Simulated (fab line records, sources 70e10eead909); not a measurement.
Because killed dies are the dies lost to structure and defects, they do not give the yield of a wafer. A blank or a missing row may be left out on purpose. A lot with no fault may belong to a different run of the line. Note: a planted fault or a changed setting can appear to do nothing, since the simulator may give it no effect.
The tool behind it: which one? :: flow nand_harc :: 36 wafers from 12 lots sampled at 6 of the route's 1159 steps

WHAT THE GAUGES READ, wafer by wafer
NHARC_P_ZERO_WELL_CD_MEAS_24 targets a cd of 720 nm. Usual: cd_nm at 720.5 nm, with a standard deviation of 2.
lot: L844
measured: day 1 15:02
on: cd_sem-03
cd_nm (nm): 720.1 721.0 720.7
flag: 

lot: L845
measured: day 1 20:35
on: cd_sem-03
cd_nm (nm): 723.0 725.6 724.8
flag: 

lot: L846
measured: day 2 02:54
on: cd_sem-02
cd_nm (nm): 722.2 723.7 722.3
flag: 

lot: L847
measured: day 2 08:35
on: cd_sem-03
cd_nm (nm): 720.3 717.6 718.5
flag: 

lot: L848
measured: day 2 14:35
on: cd_sem-01
cd_nm (nm): 718.5 717.4 719.6
flag: 

lot: L849
measured: day 2 20:37
on: cd_sem-02
cd_nm (nm): 716.2 720.4 720.2
flag: 

lot: L851
measured: day 3 08:28
on: cd_sem-01
cd_nm (nm): 721.4 720.3 718.7
flag: 

lot: L852
measured: day 3 14:35
on: cd_sem-03
cd_nm (nm): 719.3 721.8 720.0
flag: 

lot: L855
measured: day 4 08:43
on: cd_sem-03
cd_nm (nm): 706.5 704.9 706.0 706.8 704.8 706.0
flag: OFF

lot: L865
measured: day 6 20:37
on: cd_sem-03
cd_nm (nm): 718.3 723.8 722.0
flag: 

lot: L866
measured: day 7 02:30
on: cd_sem-03
cd_nm (nm): 719.9 720.0 718.9
flag: 

lot: L867
measured: day 7 08:35
on: cd_sem-01
cd_nm (nm): 720.5 720.7 723.1
flag: 

NHARC_P_STI_OVL_MEAS_10. Usual: overlay_x_nm 1 nm, standard deviation 6.1; overlay_y_nm 0 nm, standard deviation 7.6.
lot: L844
measured: day 2 11:34
on: overlay-02
overlay_x_nm (nm): 0 0 0
overlay_y_nm (nm): -5 -5 -4
flag: 

lot: L845
measured: day 2 16:55
on: overlay-02
overlay_x_nm (nm): -12 -12 -12
overlay_y_nm (nm): -3 -3 -3
flag: 

lot: L846
measured: day 2 23:17
on: overlay-01
overlay_x_nm (nm): 0 1 0
overlay_y_nm (nm): 10 10 10
flag: 

lot: L847
measured: day 3 06:15
on: overlay-02
overlay_x_nm (nm): -11 -11 -11
overlay_y_nm (nm): 10 10 10
flag: 

lot: L848
measured: day 3 14:52
on: overlay-02
overlay_x_nm (nm): 4 3 4
overlay_y_nm (nm): 5 4 5
flag: 

lot: L849
measured: day 3 18:11
on: overlay-02
overlay_x_nm (nm): 10 9 9
overlay_y_nm (nm): -13 -13 -13
flag: 

lot: L851
measured: day 4 01:49
on: overlay-02
overlay_x_nm (nm): 3 2 2
overlay_y_nm (nm): -11 -11 -10
flag: 

lot: L852
measured: day 4 14:11
on: overlay-01
overlay_x_nm (nm): 6 6 6
overlay_y_nm (nm): -1 -1 -1
flag: 

lot: L855
measured: day 5 17:20
on: overlay-01
overlay_x_nm (nm): 3 3 3
overlay_y_nm (nm): 1 2 2
flag: 

lot: L865
measured: day 7 19:43
on: overlay-01
overlay_x_nm (nm): -5 -4 -4
overlay_y_nm (nm): 7 7 6
flag: 

lot: L866
measured: day 7 23:34
on: overlay-01
overlay_x_nm (nm): 8 8 8
overlay_y_nm (nm): -12 -13 -12
flag: 

lot: L867
measured: day 8 07:43
on: overlay-02
overlay_x_nm (nm): 6 6 6
overlay_y_nm (nm): -3 -3 -4
flag: 

NHARC_END_SORT_01. Usual: killed_at_array 25, standard deviation 9.7; killed_at_other 0.7, standard deviation 0.87; killed_at_periphery 3.3, standard deviation 2.3; killed_dies 29, standard deviation 11; killed_open 3.6, standard deviation 2.1; killed_short 2.3, standard deviation 1.7.
lot: L846
measured: day 19 21:23
on: prober-02
killed_at_array: 22 23 12
killed_at_other: 0 1 0
killed_at_periphery: 4 4 4
killed_dies: 26 28 16
killed_open: 1 3 1
killed_short: 1 3 2
flag: 

lot: L848
measured: day 20 15:05
on: prober-01
killed_at_array: 36 32 21
killed_at_other: 0 0 1
killed_at_periphery: 4 5 1
killed_dies: 40 37 23
killed_open: 8 6 2
killed_short: 2 1 1
flag: 

lot: L851
measured: day 20 14:20
on: prober-02
killed_at_array: 30 30 25
killed_at_other: 0 0 0
killed_at_periphery: 2 2 3
killed_dies: 32 32 28
killed_open: 4 2 8
killed_short: 8 2 0
flag: 

lot: L865
measured: day 25 08:58
on: prober-02
killed_at_array: 41
killed_at_other: 1
killed_at_periphery: 0
killed_dies: 42
killed_open: 3
killed_short: 3
flag: 

EACH LOT AND THE TOOL THAT RAN IT (in order: tool; ch and the chambers of the sampled wafers; start)
lot: L844
NHARC_P_ZERO_WELL_ETCH_65: rie_diel-04 ch 0,1,3, day 1 13:58
NHARC_P_ZERO_WELL_EXPOSE_21: krf_scanner-02 ch 0, day 1 14:53
NHARC_P_ZERO_WELL_DESCUM_26: rie_diel-07 ch 2,3, day 1 15:12

lot: L845
NHARC_P_ZERO_WELL_ETCH_65: rie_diel-04 ch 0,1,2, day 1 19:29
NHARC_P_ZERO_WELL_EXPOSE_21: krf_scanner-01 ch 0, day 1 20:26
NHARC_P_ZERO_WELL_DESCUM_26: rie_diel-04 ch 0,1,2, day 1 20:45

lot: L846
NHARC_P_ZERO_WELL_ETCH_65: rie_diel-07 ch 1,2, day 2 01:47
NHARC_P_ZERO_WELL_EXPOSE_21: krf_scanner-02 ch 0, day 2 02:45
NHARC_P_ZERO_WELL_DESCUM_26: rie_diel-07 ch 0,2,3, day 2 03:04

lot: L847
NHARC_P_ZERO_WELL_ETCH_65: rie_diel-04 ch 0,3, day 2 07:29
NHARC_P_ZERO_WELL_EXPOSE_21: krf_scanner-03 ch 0, day 2 08:26
NHARC_P_ZERO_WELL_DESCUM_26: rie_diel-11 ch 0,1,3, day 2 08:46

lot: L848
NHARC_P_ZERO_WELL_ETCH_65: rie_diel-07 ch 1,2,3, day 2 13:30
NHARC_P_ZERO_WELL_EXPOSE_21: krf_scanner-01 ch 0, day 2 14:26
NHARC_P_ZERO_WELL_DESCUM_26: rie_diel-04 ch 0,2,3, day 2 14:47

lot: L849
NHARC_P_ZERO_WELL_ETCH_65: rie_diel-07 ch 0,2,3, day 2 19:30
NHARC_P_ZERO_WELL_EXPOSE_21: krf_scanner-02 ch 0, day 2 20:28
NHARC_P_ZERO_WELL_DESCUM_26: rie_diel-07 ch 0,1,2, day 2 20:47

lot: L851
NHARC_P_ZERO_WELL_ETCH_65: rie_diel-11 ch 0,1,3, day 3 07:29
NHARC_P_ZERO_WELL_EXPOSE_21: krf_scanner-02 ch 0, day 3 08:18
NHARC_P_ZERO_WELL_DESCUM_26: rie_diel-04 ch 0,2,3, day 3 08:37

lot: L852
NHARC_P_ZERO_WELL_ETCH_65: rie_diel-07 ch 0,1,2, day 3 13:30
NHARC_P_ZERO_WELL_EXPOSE_21: krf_scanner-03 ch 0, day 3 14:26
NHARC_P_ZERO_WELL_DESCUM_26: rie_diel-04 ch 0,2,3, day 3 14:47

lot: L855
NHARC_P_ZERO_WELL_ETCH_65: rie_diel-04 ch 0,1,2, day 4 07:36
NHARC_P_ZERO_WELL_EXPOSE_21: krf_scanner-03 ch 0, day 4 08:33
NHARC_P_ZERO_WELL_DESCUM_26: rie_diel-11 ch 1,3, day 4 23:01

lot: L865
NHARC_P_ZERO_WELL_ETCH_65: rie_diel-04 ch 0,3, day 6 19:29
NHARC_P_ZERO_WELL_EXPOSE_21: krf_scanner-03 ch 0, day 6 20:27
NHARC_P_ZERO_WELL_DESCUM_26: rie_diel-11 ch 1,2,3, day 6 20:49

lot: L866
NHARC_P_ZERO_WELL_ETCH_65: rie_diel-07 ch 1,2,3, day 7 01:31
NHARC_P_ZERO_WELL_EXPOSE_21: krf_scanner-03 ch 0, day 7 02:20
NHARC_P_ZERO_WELL_DESCUM_26: rie_diel-11 ch 2,3, day 7 02:40

lot: L867
NHARC_P_ZERO_WELL_ETCH_65: rie_diel-11 ch 0,2, day 7 07:29
NHARC_P_ZERO_WELL_EXPOSE_21: krf_scanner-02 ch 0, day 7 08:25
NHARC_P_ZERO_WELL_DESCUM_26: rie_diel-07 ch 0,1,3, day 7 08:46
- NHARC_P_ZERO_WELL_ETCH_65: etches the open film in N2/H2, target depth 80 nm, overetch 24 nm, time 87.88 s.
- NHARC_P_ZERO_WELL_EXPOSE_21: exposes mask P NWELL, target cd 720 nm.
- NHARC_P_ZERO_WELL_DESCUM_26: chemistry O2, time 3 s.

AS READ BY THE TOOLS THEMSELVES (means over the sampled wafers that have a number; for cases with no such wafer, the mark the record gives instead)
NHARC_P_ZERO_WELL_ETCH_65. Usual: drypump_motor_current_A 5.9 A, standard deviation 0.42; oes_product_au 1.000 a.u., standard deviation 0.011; rf_vpp_V 431.5 V, standard deviation 2.5; showerhead_plenum_p_Torr 2.07 Torr, standard deviation 0.087; throttle_valve_pct 14.171 %, standard deviation 0.0098.
lot: L844
tool: rie_diel-04
drypump_motor_current_A (A): 6.2
oes_product_au (a.u.): 0.995
rf_vpp_V (V): 431.6
showerhead_plenum_p_Torr (Torr): 2.10
throttle_valve_pct (%): 14.163
flag: 

lot: L845
tool: rie_diel-04
drypump_motor_current_A (A): 6.2
oes_product_au (a.u.): 0.995
rf_vpp_V (V): 431.1
showerhead_plenum_p_Torr (Torr): 2.08
throttle_valve_pct (%): 14.172
flag: 

lot: L846
tool: rie_diel-07
drypump_motor_current_A (A): 5.8
oes_product_au (a.u.): 0.999
rf_vpp_V (V): 429.0
showerhead_plenum_p_Torr (Torr): 2.00
throttle_valve_pct (%): 14.172
flag: 

lot: L847
tool: rie_diel-04
drypump_motor_current_A (A): 6.2
oes_product_au (a.u.): 0.990
rf_vpp_V (V): 431.6
showerhead_plenum_p_Torr (Torr): 2.10
throttle_valve_pct (%): 14.179
flag: 

lot: L848
tool: rie_diel-07
drypump_motor_current_A (A): 5.7
oes_product_au (a.u.): 1.001
rf_vpp_V (V): 430.7
showerhead_plenum_p_Torr (Torr): 2.02
throttle_valve_pct (%): 14.168
flag: 

lot: L849
tool: rie_diel-07
drypump_motor_current_A (A): 5.5
oes_product_au (a.u.): 1.001
rf_vpp_V (V): 429.2
showerhead_plenum_p_Torr (Torr): 2.00
throttle_valve_pct (%): 14.176
flag: 

lot: L851
tool: rie_diel-11
drypump_motor_current_A (A): 5.9
oes_product_au (a.u.): 1.001
rf_vpp_V (V): 431.2
showerhead_plenum_p_Torr (Torr): 2.09
throttle_valve_pct (%): 14.161
flag: 

lot: L852
tool: rie_diel-07
drypump_motor_current_A (A): 5.6
oes_product_au (a.u.): 1.001
rf_vpp_V (V): 432.1
showerhead_plenum_p_Torr (Torr): 2.07
throttle_valve_pct (%): 14.172
flag: 

lot: L855
tool: rie_diel-04
drypump_motor_current_A (A): 6.2
oes_product_au (a.u.): 0.995
rf_vpp_V (V): 431.2
showerhead_plenum_p_Torr (Torr): 2.08
throttle_valve_pct (%): 14.168
flag: 

lot: L865
tool: rie_diel-04
drypump_motor_current_A (A): 6.2
oes_product_au (a.u.): 0.994
rf_vpp_V (V): 432.3
showerhead_plenum_p_Torr (Torr): 2.10
throttle_valve_pct (%): 14.171
flag: 

lot: L866
tool: rie_diel-07
drypump_motor_current_A (A): 5.6
oes_product_au (a.u.): 0.992
rf_vpp_V (V): 430.5
showerhead_plenum_p_Torr (Torr): 2.02
throttle_valve_pct (%): 14.173
flag: 

lot: L867
tool: rie_diel-11
drypump_motor_current_A (A): 6.0
oes_product_au (a.u.): 1.012
rf_vpp_V (V): 433.0
showerhead_plenum_p_Torr (Torr): 2.12
throttle_valve_pct (%): 14.175
flag: 

NHARC_P_ZERO_WELL_DESCUM_26. Usual: drypump_motor_current_A 5.9 A, standard deviation 0.44; oes_product_au 0.999 a.u., standard deviation 0.011; rf_vpp_V 57.8 V, standard deviation 0.96; showerhead_plenum_p_Torr 1.94 Torr, standard deviation 0.079; throttle_valve_pct 11.311 %, standard deviation 0.008.
lot: L844
tool: rie_diel-07
drypump_motor_current_A (A): 5.6
oes_product_au (a.u.): 0.995
rf_vpp_V (V): 57.3
showerhead_plenum_p_Torr (Torr): 1.82
throttle_valve_pct (%): 11.307
flag: 

lot: L845
tool: rie_diel-04
drypump_motor_current_A (A): 6.2
oes_product_au (a.u.): 0.998
rf_vpp_V (V): 57.7
showerhead_plenum_p_Torr (Torr): 1.95
throttle_valve_pct (%): 11.319
flag: 

lot: L846
tool: rie_diel-07
drypump_motor_current_A (A): 5.5
oes_product_au (a.u.): 0.998
rf_vpp_V (V): 57.9
showerhead_plenum_p_Torr (Torr): 1.88
throttle_valve_pct (%): 11.316
flag: 

lot: L847
tool: rie_diel-11
drypump_motor_current_A (A): 5.9
oes_product_au (a.u.): 1.003
rf_vpp_V (V): 57.3
showerhead_plenum_p_Torr (Torr): 1.96
throttle_valve_pct (%): 11.309
flag: 

lot: L848
tool: rie_diel-04
drypump_motor_current_A (A): 6.2
oes_product_au (a.u.): 0.992
rf_vpp_V (V): 57.5
showerhead_plenum_p_Torr (Torr): 1.95
throttle_valve_pct (%): 11.307
flag: 

lot: L849
tool: rie_diel-07
drypump_motor_current_A (A): 5.6
oes_product_au (a.u.): 0.995
rf_vpp_V (V): 57.8
showerhead_plenum_p_Torr (Torr): 1.94
throttle_valve_pct (%): 11.310
flag: 

lot: L851
tool: rie_diel-04
drypump_motor_current_A (A): 6.2
oes_product_au (a.u.): 0.989
rf_vpp_V (V): 57.9
showerhead_plenum_p_Torr (Torr): 1.95
throttle_valve_pct (%): 11.307
flag: 

lot: L852
tool: rie_diel-04
drypump_motor_current_A (A): 6.2
oes_product_au (a.u.): 0.994
rf_vpp_V (V): 57.4
showerhead_plenum_p_Torr (Torr): 1.95
throttle_valve_pct (%): 11.299
flag: 

lot: L855
tool: rie_diel-11
drypump_motor_current_A (A): 6.1
oes_product_au (a.u.): 1.008
rf_vpp_V (V): 57.2
showerhead_plenum_p_Torr (Torr): 1.89
throttle_valve_pct (%): 11.312
flag: 

lot: L865
tool: rie_diel-11
drypump_motor_current_A (A): 5.9
oes_product_au (a.u.): 1.005
rf_vpp_V (V): 57.6
showerhead_plenum_p_Torr (Torr): 1.93
throttle_valve_pct (%): 11.308
flag: 

lot: L866
tool: rie_diel-11
drypump_motor_current_A (A): 5.6
oes_product_au (a.u.): 1.010
rf_vpp_V (V): 58.6
showerhead_plenum_p_Torr (Torr): 1.97
throttle_valve_pct (%): 11.305
flag: 

lot: L867
tool: rie_diel-07
drypump_motor_current_A (A): 5.5
oes_product_au (a.u.): 0.991
rf_vpp_V (V): 57.0
showerhead_plenum_p_Torr (Torr): 1.96
throttle_valve_pct (%): 11.313
flag: 

THE ANSWER, worked out from the rows above alone
Rule: lot off if the mean of its wafers having a number is beyond 3 standard deviations from the usual mean. Also off: a lot with no number at a reading for which 4 or more lots have one. Any other lot the step has rows for is counted as sound. Order of review: gauges by route order, followed by the tools' own readings, for which a lot's mean as printed above is used. The first step at which some lot is off is used, and at that step the reading that is off furthest; a lot without a number counts as furthest.
Off, at NHARC_P_ZERO_WELL_CD_MEAS_24 on cd_nm: L855.
If a tool, at a process step before that reading, ran all the lots that are off and no sound lot after the first of them, it fits. The gauges at NHARC_P_ZERO_WELL_CD_MEAS_24 are tried like those tools. Not one of the candidates tried fits.

WHAT THE SIMULATOR HAD INSERTED
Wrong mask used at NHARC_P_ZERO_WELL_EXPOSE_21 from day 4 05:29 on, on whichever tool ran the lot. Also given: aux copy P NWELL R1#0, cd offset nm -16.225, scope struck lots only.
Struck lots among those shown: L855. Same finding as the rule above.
